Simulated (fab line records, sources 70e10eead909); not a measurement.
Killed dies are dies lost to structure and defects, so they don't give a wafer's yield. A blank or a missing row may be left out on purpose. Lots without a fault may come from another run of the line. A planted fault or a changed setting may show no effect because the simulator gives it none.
fab line records | flow nand_harc
record lots=5 wafers=15 last_day=29
route steps=1302 shown A_CONTACT@1086 A_BLC@1107
lots that met no fault: from a run of the same line without faults
start_h: hours from the record's first day to the start of the lot's first wafer shown | wait_h: hours since the lot's step before | " the same as in the row above | L1.1+2: a row that stands for several wafers | - no value, or no start given | * or withheld: withheld | < > ~ a bound
route shown NAME@n: a module of which the file shows steps, and the number in the route of the first | usual: mean/standard deviation of fault-free wafers | same: alike in all rows | chamber/n: place in a boat | sites: the reading at each site | _std_site: their standard deviation | _edge_site: outer sites' mean less inner sites' | radius_mm: how far each site lies from the wafer's centre | mask NAME#n: copy n | behind: the tool/chamber that last shaped the wafer | hold: why the lot was held/for how many hours/how that ended | device: the transistor (n, p or np) that didn't switch | end of line: the same wafers' tests at the end of the route | a step without rows: its recipe alone | killed: dies lost to structure and defects at the first sort, not the wafer's yield | map: a wafer's dies, x killed, . not, _ none there
set.NAME: the setting as run; set.NAME@STEP: as run at that earlier step | model.NAME: the simulator's own value behind a step, which no gauge read
lots at some steps of the route; a table a step, a row a wafer
services: from which hour (start_h, from the record's first day; less than 0 if before it) a tool's chamber was out of use, for how many hours, and why
## steps
# step NHARC_A_CONTACT_ETCH_134
# recipe source_w=withheld pressure_mtorr=20 bias_v=withheld time_s=140 target_depth_a=7000 ar_flow_sccm=withheld c4f8_flow_sccm=withheld o2_flow_sccm=withheld chemistry=C4F8/O2/Ar
# columns lot.wafer tool chamber start_h wait_h rf_hours_counter_h
L075.3 har_cap_etch-03 0 520.09 - -
L075.4 " 1 " " -
L075.6 " 1 " " -
L076.2 har_cap_etch-01 0 525.50 - 2
L076.4 " 0 " " -
L076.6 " 1 " " -
L081.1 har_cap_etch-02 1 579.08 - 103
L081.2 " 0 " " 103
L081.5 " 0 " " -
L086.4 har_cap_etch-03 0 617.39 - -
L086.5 " 1 " " -
L086.6 " 0 " " -
L089.2 har_cap_etch-02 0 651.15 - 117
L089.3 " 1 " " -
L089.5 " 0 " " -
# step NHARC_A_CONTACT_ETCH_135
# recipe source_w=withheld pressure_mtorr=20 bias_v=1200 time_s=311 target_depth_a=19120 ar_flow_sccm=withheld c4f8_flow_sccm=withheld o2_flow_sccm=withheld chemistry=C4F8/O2/Ar
# columns lot.wafer tool chamber start_h wait_h rf_hours_counter_h
L075.3 har_cap_etch-03 0 520.31 0.2 -
L075.4 " 1 " " -
L075.6 " 1 " " -
L076.2 har_cap_etch-01 0 525.71 0.2 2
L076.4 " 0 " " -
L076.6 " 1 " " -
L081.1 har_cap_etch-02 1 579.28 0.2 103
L081.2 " 0 " " 103
L081.5 " 0 " " -
L086.4 har_cap_etch-03 0 617.62 0.2 -
L086.5 " 1 " " -
L086.6 " 0 " " -
L089.2 har_cap_etch-02 0 651.35 0.2 117
L089.3 " 1 " " -
L089.5 " 0 " " -
# step NHARC_A_CONTACT_ETCH_136
# recipe source_w=withheld pressure_mtorr=20 bias_v=1200 time_s=311 target_depth_a=19120 ar_flow_sccm=withheld c4f8_flow_sccm=withheld o2_flow_sccm=withheld chemistry=C4F8/O2/Ar
# columns lot.wafer tool chamber start_h wait_h rf_hours_counter_h
L075.3 har_cap_etch-03 0 520.59 0.2 -
L075.4 " 1 " " -
L075.6 " 1 " " -
L076.2 har_cap_etch-01 0 525.98 0.2 2
L076.4 " 0 " " -
L076.6 " 1 " " -
L081.1 har_cap_etch-02 1 579.55 0.2 103
L081.2 " 0 " " 103
L081.5 " 0 " " -
L086.4 har_cap_etch-03 0 617.89 0.2 -
L086.5 " 1 " " -
L086.6 " 0 " " -
L089.2 har_cap_etch-02 0 651.62 0.2 118
L089.3 " 1 " " -
L089.5 " 0 " " -
# step NHARC_A_CONTACT_ETCH_137
# recipe source_w=withheld pressure_mtorr=20 bias_v=1200 time_s=311 target_depth_a=19120 ar_flow_sccm=withheld c4f8_flow_sccm=withheld o2_flow_sccm=withheld chemistry=C4F8/O2/Ar
# columns lot.wafer tool chamber start_h wait_h rf_hours_counter_h
L075.3 har_cap_etch-03 0 520.86 0.2 -
L075.4 " 1 " " -
L075.6 " 1 " " -
L076.2 har_cap_etch-01 0 526.25 0.2 2
L076.4 " 0 " " -
L076.6 " 1 " " -
L081.1 har_cap_etch-02 1 579.83 0.2 104
L081.2 " 0 " " 104
L081.5 " 0 " " -
L086.4 har_cap_etch-03 0 618.16 0.2 -
L086.5 " 1 " " -
L086.6 " 0 " " -
L089.2 har_cap_etch-02 0 651.89 0.2 118
L089.3 " 1 " " -
L089.5 " 0 " " -
# step NHARC_A_CONTACT_ETCH_138
# recipe source_w=withheld pressure_mtorr=20 bias_v=1200 time_s=311 target_depth_a=19140 ar_flow_sccm=withheld c4f8_flow_sccm=withheld o2_flow_sccm=withheld chemistry=C4F8/O2/Ar
# columns lot.wafer tool chamber start_h wait_h rf_hours_counter_h
L075.3 har_cap_etch-03 0 521.13 0.2 -
L075.4 " 1 " " -
L075.6 " 1 " " -
L076.2 har_cap_etch-01 0 526.52 0.2 3
L076.4 " 0 " " -
L076.6 " 1 " " -
L081.1 har_cap_etch-02 1 580.10 0.2 104
L081.2 " 0 " " 104
L081.5 " 0 " " -
L086.4 har_cap_etch-03 0 618.43 0.2 -
L086.5 " 1 " " -
L086.6 " 0 " " -
L089.2 har_cap_etch-02 0 652.17 0.2 118
L089.3 " 1 " " -
L089.5 " 0 " " -
# step NHARC_A_CONTACT_ETCH_139
# recipe source_w=withheld pressure_mtorr=20 bias_v=400 time_s=195 target_depth_a=8400 ar_flow_sccm=withheld c4f8_flow_sccm=11.5 o2_flow_sccm=7.2 chemistry=C4F8/O2/Ar
# columns lot.wafer tool chamber start_h wait_h rf_hours_counter_h
L075.3 har_cap_etch-03 0 521.40 0.2 -
L075.4 " 1 " " -
L075.6 " 1 " " -
L076.2 har_cap_etch-01 0 526.79 0.2 3
L076.4 " 0 " " -
L076.6 " 1 " " -
L081.1 har_cap_etch-02 1 580.37 0.2 104
L081.2 " 0 " " 104
L081.5 " 0 " " -
L086.4 har_cap_etch-03 0 618.70 0.2 -
L086.5 " 1 " " -
L086.6 " 0 " " -
L089.2 har_cap_etch-02 0 652.44 0.2 119
L089.3 " 1 " " -
L089.5 " 0 " " -
# step NHARC_A_CONTACT_ETCH_92
# recipe target_depth_a=400 over_etch_frac=0.5 time_s=85.7 ion_energy_ev=120 ch3f_flow_sccm=50 o2_flow_sccm=30 ar_flow_sccm=200 rf_w=500 bias_w=100 chemistry=CH3F/O2
# usual drypump_motor_current_A=5.72/0.26 oes_product_au=0.938/0.027 rf_vpp_V=244.4/2.5 showerhead_plenum_p_Torr=2.47/0.16 throttle_valve_pct=20.663/0.0085
# columns lot.wafer tool chamber start_h wait_h drypump_motor_current_A oes_product_au rf_hours_counter_h rf_vpp_V showerhead_plenum_p_Torr throttle_valve_pct
L075.3 rie_diel-12 3 521.87 0.4 5.43 0.931 15 245.9 2.57 20.665
L075.4 " 1 " " 6.04 0.910 13 240.9 2.28 20.666
L075.6 " 3 " " 5.41 0.934 - 246.7 2.57 20.661
L076.2 rie_diel-12 1 527.33 0.5 6.04 0.929 14 241.3 2.28 20.654
L076.4 " 2 " " 5.92 0.915 15 241.4 2.29 20.663
L076.6 " 0 " " 5.56 0.941 - 246.9 2.66 20.654
L081.1 rie_diel-12 2 580.93 0.5 5.90 0.909 22 241.8 2.28 20.663
L081.2 " 1 " " 6.11 0.920 22 241.6 2.27 20.665
L081.5 " 2 " " 5.90 0.917 - 241.1 2.28 20.652
L086.4 rie_diel-12 0 619.12 0.4 5.55 0.938 28 246.6 2.65 20.661
L086.5 " 0 " " 5.55 0.936 - 246.5 2.65 20.671
L086.6 " 1 " " 6.01 0.948 - 240.5 2.27 20.673
L089.3 rie_diel-12 2 653.00 0.4 5.92 0.980 1 243.4 2.28 20.673
L089.2 " 3 " " 5.47 1.014 3 245.3 2.57 20.654
L089.5 " 2 " " 5.90 0.981 - 241.0 2.28 20.666
# step NHARC_A_CONTACT_ETCH_98
# recipe target_depth_a=200 over_etch_frac=0.5 time_s=10 ion_energy_ev=250 c4f6_flow_sccm=25 o2_flow_sccm=20 ar_flow_sccm=500 rf_w=600 bias_w=500 chemistry=C4F6/O2
# usual drypump_motor_current_A=5.71/0.26 oes_product_au=0.952/0.023 rf_vpp_V=548/4.8 showerhead_plenum_p_Torr=3.97/0.24 throttle_valve_pct=26.903/0.0094
# columns lot.wafer tool chamber start_h wait_h drypump_motor_current_A oes_product_au rf_hours_counter_h rf_vpp_V showerhead_plenum_p_Torr throttle_valve_pct
L075.3 rie_diel-12 3 - - 5.51 0.968 15 550 4.10 26.909
L075.4 " 1 " " 6.08 0.939 13 541 3.65 26.892
L075.6 " 0 " " 5.56 0.957 - 552 4.22 26.890
L076.4 rie_diel-12 3 - - 5.44 0.935 17 551 4.09 26.895
L076.2 " 0 " " 5.56 0.933 13 553 4.22 26.909
L076.6 " 3 " " 5.46 0.937 - 550 4.09 26.904
L081.1 rie_diel-12 0 - - 5.55 0.966 21 554 4.21 26.919
L081.2 " 3 " " 5.48 0.997 23 551 4.09 26.889
L081.5 " 1 " " 6.09 0.959 - 541 3.65 26.908
L086.4 rie_diel-12 1 - - 6.04 0.951 29 541 3.64 26.909
L086.5 " 0 " " 5.57 0.954 - 552 4.21 26.886
L086.6 " 1 " " 6.07 0.950 - 543 3.64 26.897
L089.2 rie_diel-12 3 - - 5.46 1.021 3 550 4.08 26.907
L089.3 " 2 " " 5.94 0.985 1 541 3.66 26.899
L089.5 " 3 " " 5.45 1.016 - 551 4.08 26.910
# step NHARC_A_CONTACT_CD_MEAS_15
# usual cd_nm=190.1/0.73
# columns lot.wafer tool chamber start_h wait_h cd_nm
L075.3 cd_sem-03 - 522.09 - 191.2
L075.4 " - " " 190.7
L075.6 " - " " 191.0
L076.2 cd_sem-03 - 527.98 - 189.3
L076.4 " - " " 189.4
L076.6 " - " " 189.4
L081.1 cd_sem-03 - 581.15 - 189.4
L081.2 " - " " 190.4
L081.5 " - " " 188.8
L086.4 cd_sem-02 - 619.35 - 189.9
L086.5 " - " " 190.5
L086.6 " - " " 190.2
L089.2 cd_sem-03 - 653.21 - 190.7
L089.3 " - " " 190.3
L089.5 " - " " 188.9
# step NHARC_A_CONTACT_STRIP_107
# recipe n2_flow_sccm=150 h2_flow_sccm=150 ar_flow_sccm=0 bias_w=0 chemistry=N2/H2
# columns lot.wafer tool chamber start_h wait_h
L075.4+3+6 rie_diel-12 3,0,2 522.18 0.1
L076.4+2+6 rie_diel-05 1,3,2 528.06 0.1
L081.2+1+5 rie_diel-12 3,1,3 581.38 0.2
L086.4+6+5 rie_diel-12 1,1,2 619.41 0.1
L089.2+3+5 rie_diel-10 1,3,0 653.30 0.1
# step NHARC_A_CONTACT_STRIP_108
# recipe cf4_flow_sccm=100 chf3_flow_sccm=30 ar_flow_sccm=0 bias_w=0 chemistry=CF4/CHF3
# columns lot.wafer tool chamber start_h wait_h
L075.4+3+6 rie_diel-12 2,3,3 522.25 0.1
L076.2+4+6 rie_diel-05 1,3,1 528.15 0.1
L081.1+2+5 rie_diel-12 3,1,0 581.46 0.1
L086.4+6+5 rie_diel-12 0,3,0 619.51 0.1
L089.3+2+5 rie_diel-10 0,2,1 653.38 0.1
# step NHARC_A_CONTACT_STRIP_109
# recipe o2_flow_sccm=400 cos_flow_sccm=20 ar_flow_sccm=0 bias_w=0 chemistry=O2/COS
# columns lot.wafer tool chamber start_h wait_h
L075.3+4+6 rie_diel-12 0,3,0 522.31 0.1
L076.4+2+6 rie_diel-05 0,1,3 528.22 0.1
L081.2+1+5 rie_diel-12 1,2,0 581.53 0.1
L086.4+5+6 rie_diel-12 2,0,1 619.58 0.1
L089.3+2+5 rie_diel-10 3,1,2 653.45 0.1
# step NHARC_A_CONTACT_ETCH_110
# recipe target_depth_a=600 overetch_a=60 time_s=33 ion_energy_ev=100 cf4_flow_sccm=80 o2_flow_sccm=20 ar_flow_sccm=0 rf_w=300 bias_w=100 chemistry=CF4/O2
# usual drypump_motor_current_A=5.71/0.29 oes_o_777_au=1.000/0.0046 oes_product_au=0.998/0.016 rf_vpp_V=198.1/1.8 showerhead_plenum_p_Torr=1.35/0.086 throttle_valve_pct=13.397/0.0095
# columns lot.wafer tool chamber start_h wait_h drypump_motor_current_A oes_o_777_au oes_product_au rf_hours_counter_h rf_vpp_V showerhead_plenum_p_Torr throttle_valve_pct
L075.4 rie_diel-12 3 522.38 0.0 5.41 1.008 1.023 15 198.6 1.40 13.401
L075.3 " 0 " " 5.55 1.003 1.010 12 200.5 1.44 13.403
L075.6 " 0 " " 5.54 1.005 1.011 - 200.3 1.44 13.394
L076.4 rie_diel-05 0 528.27 0.1 5.75 1.006 1.003 35 198.2 1.35 13.396
L076.2 " 2 " " 5.53 0.991 1.015 33 196.6 1.30 13.416
L076.6 " 0 " " 5.75 1.000 1.018 - 200.1 1.35 13.412
L081.1 rie_diel-12 1 581.60 0.1 6.08 0.992 0.994 22 196.5 1.23 13.392
L081.2 " 2 " " 5.92 0.998 0.988 22 197.8 1.24 13.407
L081.5 " 0 " " 5.56 1.006 1.004 - 200.3 1.44 13.404
L086.4 rie_diel-12 1 619.64 0.1 6.03 0.999 0.991 29 194.8 1.23 13.406
L086.6 " 3 " " 5.44 1.006 1.005 - 199.6 1.39 13.401
L086.5 " 0 " " 5.55 0.994 0.997 - 200.0 1.44 13.411
L089.2 rie_diel-10 1 653.51 0.1 5.18 1.008 1.005 22 198.0 1.36 13.400
L089.3 " 2 " " 5.54 1.005 1.001 18 199.3 1.44 13.392
L089.5 " 1 " " 5.19 1.006 1.000 - 198.9 1.36 13.389
# step NHARC_A_CONTACT_STRIP_26
# recipe o2_flow_sccm=500 ar_flow_sccm=0 bias_w=0 chemistry=O2
# usual drypump_motor_current_A=5.71/0.28 oes_product_au=0.998/0.014 rf_vpp_V=58.0/0.96 showerhead_plenum_p_Torr=3.58/0.22 throttle_valve_pct=17.037/0.0089
# columns lot.wafer tool chamber start_h wait_h drypump_motor_current_A oes_product_au rf_hours_counter_h rf_vpp_V showerhead_plenum_p_Torr throttle_valve_pct
L075.4 rie_diel-12 2 - - 5.90 0.978 13 57.8 3.29 17.044
L075.3 " 3 " " 5.45 1.017 15 59.1 3.69 17.034
L075.6 " 0 " " 5.56 1.010 - 58.2 3.80 17.059
L076.2 rie_diel-05 0 - - 5.78 0.997 35 57.8 3.57 17.039
L076.4 " 1 " " 5.14 0.997 34 56.8 3.41 17.039
L076.6 " 0 " " 5.78 0.992 - 57.6 3.57 17.032
L081.2 rie_diel-12 3 - - 5.47 1.022 23 58.1 3.68 17.044
L081.1 " 0 " " 5.56 1.001 21 59.6 3.80 17.042
L081.5 " 3 " " 5.46 1.019 - 57.9 3.68 17.040
L086.4 rie_diel-12 3 - - 5.41 1.013 31 58.5 3.68 17.031
L086.5 " 1 " " 6.06 0.992 - 57.6 3.27 17.039
L086.6 " 2 " " 5.88 0.981 - 57.2 3.28 17.048
L089.2 rie_diel-10 0 - - 6.12 0.980 20 57.1 3.80 17.040
L089.3 " 3 " " 6.15 1.003 20 55.7 3.47 17.037
L089.5 " 0 " " 6.12 0.972 - 58.7 3.80 17.018
# step NHARC_A_CONTACT_STRIP_27
# recipe time_s=600 temp_c=30 chemistry=post_etch_residue_remover
# columns lot.wafer tool chamber start_h wait_h
L075.6+4+3 wet_bench-05 3,4,6 522.76 -
L076.6+2+4 wet_bench-05 1,3,4 528.65 -
L081.5+1+2 wet_bench-05 3,4,6 581.98 -
L086.6+5+4 wet_bench-03 6,1,3 620.01 -
L089.5+3+2 wet_bench-04 2,6,7 653.89 -
# step NHARC_A_CONTACT_ALD_18
# recipe target_thk_a=30 pulse_time_s=1 ald_cycles=150 temp_c=450 material=TiN
# usual heater_power_w=1084/88 precursor_pulse_height_rel=1.000/0.021
# columns lot.wafer tool chamber start_h wait_h heater_power_w precursor_pulse_height_rel
L075.4 ald_metal-02 2 523.04 - 1179 0.987
L075.3 " 0 " " 1023 0.987
L075.6 " 2 " " 1218 0.977
L076.4 ald_metal-04 0 528.95 - 1162 1.048
L076.2 " 2 " " 1151 0.982
L076.6 " 3 " " 1104 1.034
L081.1 ald_metal-02 1 582.24 - 1139 0.989
L081.2 " 0 " " 1079 1.023
L081.5 " 1 " " 1176 0.988
L086.4 ald_metal-02 2 620.34 - 1140 0.995
L086.5 " 3 " " 946 0.995
L086.6 " 0 " " 1063 1.037
L089.3 ald_metal-02 3 654.17 - 974 1.014
L089.2 " 0 " " 1063 1.010
L089.5 " 2 " " 1138 1.033
# step NHARC_A_CONTACT_CVD_19
# recipe target_thk_a=3000 temp_c=300 pressure_torr=40 wf6_flow_sccm=40 h2_flow_sccm=1600 ar_flow_sccm=1560 time_s=802 material=W
# usual heater_power_w=451/13 throttle_valve_pct=7.8/0.31
# columns lot.wafer tool chamber start_h wait_h heater_power_w throttle_valve_pct
L075.4 cvd_w-01 0 - - 456 7.8
L075.3 " 1 " " 446 7.9
L075.6 " 0 " " 455 7.8
L076.2 cvd_w-01 1 - - 442 8.0
L076.4 " 0 " " 452 7.8
L076.6 " 0 " " 462 7.8
L081.2 cvd_w-01 1 - - 428 8.1
L081.1 " 0 " " 444 7.8
L081.5 " 0 " " 448 7.7
L086.4 cvd_w-02 1 - - 473 7.5
L086.5 " 0 " " 480 7.7
L086.6 " 1 " " 478 7.4
L089.2 cvd_w-01 1 - - 449 7.7
L089.3 " 0 " " 455 7.9
L089.5 " 0 " " 450 7.9
# step NHARC_A_CONTACT_CMP_20
# recipe t_overpolish_s=30 target_thk_nm=300
# usual motor_current_A=11.5/1.1 overpolish_run_s=30.000/0.0096 time_to_endpoint_s=60/4
# columns lot.wafer tool chamber start_h wait_h motor_current_A overpolish_run_s time_to_endpoint_s
L075.4 cmp-02 2 524.14 0.5 12.5 30.005 60
L075.3 " 0 " " 13.5 30.014 50
L075.6 " 2 " " 11.9 29.990 55
L076.4 cmp-01 2 530.02 0.4 10.6 29.999 63
L076.2 " 1 " " 10.2 30.000 56
L076.6 " 3 " " 11.1 29.992 61
L081.2 cmp-01 3 583.33 0.8 11.3 29.989 55
L081.1 " 2 " " 10.9 29.988 62
L081.5 " 0 " " 12.9 30.006 59
L086.4 cmp-04 3 621.44 0.5 10.1 29.990 65
L086.6 " 0 " " 11.3 29.999 58
L086.5 " 1 " " 12.5 30.010 62
L089.2 cmp-04 3 655.25 0.8 10.3 30.016 67
L089.3 " 2 " " 11.9 30.011 60
L089.5 " 3 " " 9.6 29.992 68
# step NHARC_A_CONTACT_SRD_22
# columns lot.wafer tool chamber start_h wait_h
L075.4+3+6 wet_bench-03 2,4,5 524.43 0.0
L076.2+6+4 wet_bench-03 1,3,4 530.36 0.0
L081.2+1+5 wet_bench-03 4,6,7 583.66 0.0
L086.6+4+5 wet_bench-03 2,4,6 621.69 0.0
L089.2+5+3 wet_bench-03 4,5,6 655.57 0.0
# step NHARC_A_CONTACT_INSPECT_23
# usual raw_defect_count=515/100
# columns lot.wafer tool chamber start_h wait_h raw_defect_count
L075.3 defect_inspect-01 - 524.52 0.1 702
L075.4 " - " " 505
L075.6 " - " " 536
L076.2 defect_inspect-02 - 530.43 0.1 695
L076.4 " - " " 712
L076.6 " - " " 887
L081.1 defect_inspect-02 - 583.73 0.1 456
L081.2 " - " " 509
L081.5 " - " " 567
L086.4 defect_inspect-02 - 621.77 0.1 421
L086.5 " - " " 405
L086.6 " - " " 407
L089.2 defect_inspect-02 - 655.65 0.1 547
L089.3 " - " " 579
L089.5 " - " " 415
# step NHARC_A_BLC_DEHYDRATE_00
# recipe temp_c=150 time_s=120
# usual heater_power_total_W=182.5/1.2
# columns lot.wafer tool chamber start_h wait_h heater_power_total_W
L075.3 litho_track-06 0 524.57 0.1 181.9
L075.4 " 0 " " 181.1
L075.6 " 0 " " 183.8
L076.2 litho_track-04 0 530.49 0.1 184.2
L076.4 " 0 " " 180.8
L076.6 " 0 " " 182.8
L081.1 litho_track-04 0 583.79 0.1 180.8
L081.2 " 0 " " 183.8
L081.5 " 0 " " 182.7
L086.4 litho_track-06 0 621.83 0.1 182.0
L086.5 " 0 " " 183.3
L086.6 " 0 " " 181.0
L089.2 litho_track-01 0 655.70 0.1 181.0
L089.3 " 0 " " 180.7
L089.5 " 0 " " 182.0
# step NHARC_A_BLC_HMDS_01
# recipe time_s=30
# columns lot.wafer tool chamber start_h wait_h
L075.3+4+6 litho_track-06 0 - -
L076.2+4+6 litho_track-04 0 - -
L081.1+2+5 litho_track-04 0 - -
L086.4+5+6 litho_track-06 0 - -
L089.2+3+5 litho_track-01 0 - -
# step NHARC_A_BLC_COAT_02
# recipe temp_c=260 time_s=75
# usual heater_power_total_W=486.6/1.5
# columns lot.wafer tool chamber start_h wait_h heater_power_total_W
L075.3 litho_track-06 0 - - 484.7
L075.4 " 0 " " 487.8
L075.6 " 0 " " 486.8
L076.2 litho_track-04 0 - - 484.8
L076.4 " 0 " " 489.2
L076.6 " 0 " " 486.5
L081.1 litho_track-04 0 - - 485.2
L081.2 " 0 " " 484.5
L081.5 " 0 " " 488.4
L086.4 litho_track-06 0 - - 485.5
L086.5 " 0 " " 486.1
L086.6 " 0 " " 484.8
L089.2 litho_track-01 0 - - 488.0
L089.3 " 0 " " 486.6
L089.5 " 0 " " 485.1
# step NHARC_A_BLC_COAT_03
# recipe temp_c=225 time_s=65
# usual heater_power_total_W=446.5/2
# columns lot.wafer tool chamber start_h wait_h heater_power_total_W
L075.3 litho_track-06 0 - - 447.7
L075.4 " 0 " " 444.0
L075.6 " 0 " " 449.5
L076.2 litho_track-04 0 - - 446.5
L076.4 " 0 " " 448.3
L076.6 " 0 " " 447.4
L081.1 litho_track-04 0 - - 449.6
L081.2 " 0 " " 448.0
L081.5 " 0 " " 443.9
L086.4 litho_track-06 0 - - 444.7
L086.5 " 0 " " 444.2
L086.6 " 0 " " 444.0
L089.2 litho_track-01 0 - - 448.0
L089.3 " 0 " " 444.1
L089.5 " 0 " " 445.4
# step NHARC_A_BLC_COAT_04
# recipe spin_rpm=1500 resist_thk_nm=90
# columns lot.wafer tool chamber start_h wait_h
L075.3+4+6 litho_track-06 0 - -
L076.2+4+6 litho_track-04 0 - -
L081.1+2+5 litho_track-04 0 - -
L086.4+5+6 litho_track-06 0 - -
L089.2+3+5 litho_track-01 0 - -
# step NHARC_A_BLC_SOFTBAKE_05
# recipe temp_c=105 time_s=55
# usual heater_power_total_W=188.44/0.13
# columns lot.wafer tool chamber start_h wait_h heater_power_total_W
L075.3 litho_track-06 0 - - 188.41
L075.4 " 0 " " 188.46
L075.6 " 0 " " 188.30
L076.2 litho_track-04 0 - - 188.44
L076.4 " 0 " " 188.30
L076.6 " 0 " " 188.40
L081.1 litho_track-04 0 - - 188.51
L081.2 " 0 " " 188.26
L081.5 " 0 " " 188.37
L086.4 litho_track-06 0 - - 188.73
L086.5 " 0 " " 188.32
L086.6 " 0 " " 188.40
L089.2 litho_track-01 0 - - 188.68
L089.3 " 0 " " 188.37
L089.5 " 0 " " 188.39
# step NHARC_A_BLC_EBR_06
# columns lot.wafer tool chamber start_h wait_h
L075.3+4+6 litho_track-06 0 - -
L076.2+4+6 litho_track-04 0 - -
L081.1+2+5 litho_track-04 0 - -
L086.4+5+6 litho_track-06 0 - -
L089.2+3+5 litho_track-01 0 - -
# step NHARC_A_BLC_EXPOSE_07
# recipe na=1.35 target_cd_nm=100 dose_mj=67.97 mask_id=A_BLC
# columns lot.wafer tool chamber start_h wait_h mask
L075.3+4+6 arfi_scanner-01 0 524.77 - A_BLC#0
L076.2+4+6 arfi_scanner-02 0 530.80 - A_BLC#0
L081.1+2+5 arfi_scanner-01 0 583.98 - A_BLC#0
L086.4+5+6 arfi_scanner-01 0 622.15 - A_BLC#0
L089.2+3+5 arfi_scanner-01 0 656.02 - A_BLC#0
# step NHARC_A_BLC_PEB_08
# recipe peb_temp_c=100 peb_time_s=65
# usual heater_power_total_W=156.6/0.42
# columns lot.wafer tool chamber start_h wait_h heater_power_total_W
L075.3 litho_track-01 0 524.82 0.0 157.1
L075.4 " 0 " " 157.0
L075.6 " 0 " " 157.1
L076.2 litho_track-04 0 530.86 0.1 156.1
L076.4 " 0 " " 157.1
L076.6 " 0 " " 155.9
L081.1 litho_track-04 0 584.04 0.1 157.0
L081.2 " 0 " " 156.1
L081.5 " 0 " " 156.0
L086.4 litho_track-06 0 622.20 0.0 156.7
L086.5 " 0 " " 157.1
L086.6 " 0 " " 156.7
L089.2 litho_track-06 0 656.07 0.1 157.2
L089.3 " 0 " " 156.4
L089.5 " 0 " " 157.2
# step NHARC_A_BLC_DEVELOP_09
# recipe develop_time_s=35 dev_temp_c=23
# columns lot.wafer tool chamber start_h wait_h
L075.3+4+6 litho_track-01 0 - -
L076.2+4+6 litho_track-04 0 - -
L081.1+2+5 litho_track-04 0 - -
L086.4+5+6 litho_track-06 0 - -
L089.2+3+5 litho_track-06 0 - -
# step NHARC_A_BLC_CD_MEAS_10
# recipe target_cd_nm=100 landing_energy_ev=500
# usual cd_nm=99.9/0.82
# columns lot.wafer tool chamber start_h wait_h cd_nm
L075.3 cd_sem-01 0 524.90 - 99.8
L075.4 " 0 " " 98.8
L075.6 " 0 " " 98.6
L076.2 cd_sem-01 0 530.94 - 100.2
L076.4 " 0 " " 100.2
L076.6 " 0 " " 100.5
L081.1 cd_sem-01 0 584.12 - 100.7
L081.2 " 0 " " 100.2
L081.5 " 0 " " 99.6
L086.4 cd_sem-03 0 622.28 - 99.3
L086.5 " 0 " " 101.2
L086.6 " 0 " " 99.9
L089.2 cd_sem-03 0 656.15 - 100.6
L089.3 " 0 " " 100.4
L089.5 " 0 " " 100.3
# step NHARC_A_BLC_OVL_MEAS_11
# usual overlay_x_nm=0.1/0.85 overlay_y_nm=0.2/0.85
# columns lot.wafer tool chamber start_h wait_h overlay_x_nm overlay_y_nm
L075.3 overlay-01 - 524.98 - 0.0 -1.7
L075.4 " - " " 0.6 -0.9
L075.6 " - " " 0.0 -0.7
L076.2 overlay-01 - 531.03 - 0.3 0.3
L076.4 " - " " 0.3 0.0
L076.6 " - " " -0.4 0.4
L081.1 overlay-01 - 584.20 - 1.3 1.1
L081.2 " - " " 1.1 0.9
L081.5 " - " " 0.6 0.6
L086.4 overlay-02 - 622.37 - -0.2 -1.5
L086.5 " - " " 0.2 -1.6
L086.6 " - " " 0.1 -1.5
L089.2 overlay-01 - 656.24 - 0.2 0.0
L089.3 " - " " -0.1 0.5
L089.5 " - " " 0.7 -0.1
# step NHARC_A_BLC_INSPECT_12
# usual raw_defect_count=91/39
# columns lot.wafer tool chamber start_h wait_h raw_defect_count
L075.3 defect_inspect-02 - 525.02 0.0 75
L075.4 " - " " 75
L075.6 " - " " 77
L076.2 defect_inspect-02 - 531.07 0.0 107
L076.4 " - " " 125
L076.6 " - " " 106
L081.1 defect_inspect-02 - 584.24 0.0 71
L081.2 " - " " 75
L081.5 " - " " 80
L086.4 defect_inspect-02 - 622.40 0.0 55
L086.5 " - " " 38
L086.6 " - " " 45
L089.2 defect_inspect-02 - 656.28 0.0 113
L089.3 " - " " 127
L089.5 " - " " 109
# step NHARC_A_BLC_DESCUM_15
# recipe time_s=3 o2_flow_sccm=200 ar_flow_sccm=0 bias_power_w=0 chemistry=O2
# usual drypump_motor_current_A=5.5/0.52 oes_product_au=1.005/0.014 rf_vpp_V=57.5/0.89 showerhead_plenum_p_Torr=1.86/0.054 throttle_valve_pct=11.311/0.0093
# columns lot.wafer tool chamber start_h wait_h drypump_motor_current_A oes_product_au rf_hours_counter_h rf_vpp_V showerhead_plenum_p_Torr throttle_valve_pct
L075.4 rie_diel-03 3 525.09 0.1 5.3 1.001 3 58.6 1.91 11.317
L075.3 " 0 " " 5.4 1.009 3 57.0 1.81 11.307
L075.6 " 3 " " 5.3 1.004 - 57.8 1.90 11.305
L076.2 rie_diel-03 0 531.13 0.1 5.4 1.009 4 57.6 1.81 11.311
L076.4 " 3 " " 5.3 1.008 4 57.9 1.90 11.308
L076.6 " 1 " " 5.4 0.998 - 57.8 1.90 11.311
L081.1 rie_diel-11 3 584.33 0.1 6.2 0.995 12 57.2 1.88 11.310
L081.2 " 1 " " 6.4 0.994 11 56.1 1.89 11.316
L081.5 " 3 " " 6.2 0.995 - 58.9 1.88 11.311
L086.4 rie_diel-11 0 622.46 0.1 5.4 1.031 1 57.9 1.81 11.302
L086.5 " 0 " " 5.5 1.033 - 57.1 1.81 11.302
L086.6 " 1 " " 6.4 0.988 - 57.2 1.89 11.323
L089.2 rie_diel-03 0 656.34 0.1 5.4 1.008 2 57.7 1.81 11.322
L089.3 " 3 " " 5.3 1.023 2 59.5 1.90 11.319
L089.5 " 1 " " 5.5 0.993 - 56.9 1.90 11.307
## services
# columns tool chamber start_h hours kind
har_cap_etch-01 - 497.00 17.0 pm
litho_track-01 - 505.00 7.0 pm
cvd_w-01 - 524.02 0.5 repair
litho_track-06 - 529.00 7.0 pm
arfi_scanner-01 - 531.25 0.3 repair
rie_diel-10 2 543.91 4.8 repair
cvd_w-01 - 547.04 13.0 pm
litho_track-04 - 553.00 7.0 pm
har_cap_etch-03 - 556.03 13.1 repair
rie_diel-05 - 561.39 0.7 repair
ald_metal-02 0 561.43 8.8 repair
wet_bench-03 - 562.40 8.0 pm
rie_diel-05 1 576.02 10.6 repair
rie_diel-05 - 587.51 9.0 pm
arfi_scanner-01 - 596.00 4.0 pm
rie_diel-10 - 598.86 9.0 pm
ald_metal-02 - 610.00 10.0 pm
cvd_w-01 - 610.82 0.4 repair
wet_bench-03 - 613.70 6.1 repair
rie_diel-12 - 622.40 9.0 pm
rie_diel-05 - 622.42 1.1 repair
rie_diel-12 2 632.62 14.1 repair
rie_diel-10 0 635.75 1.2 repair
ald_metal-02 - 648.89 2.0 repair
## key
fault none
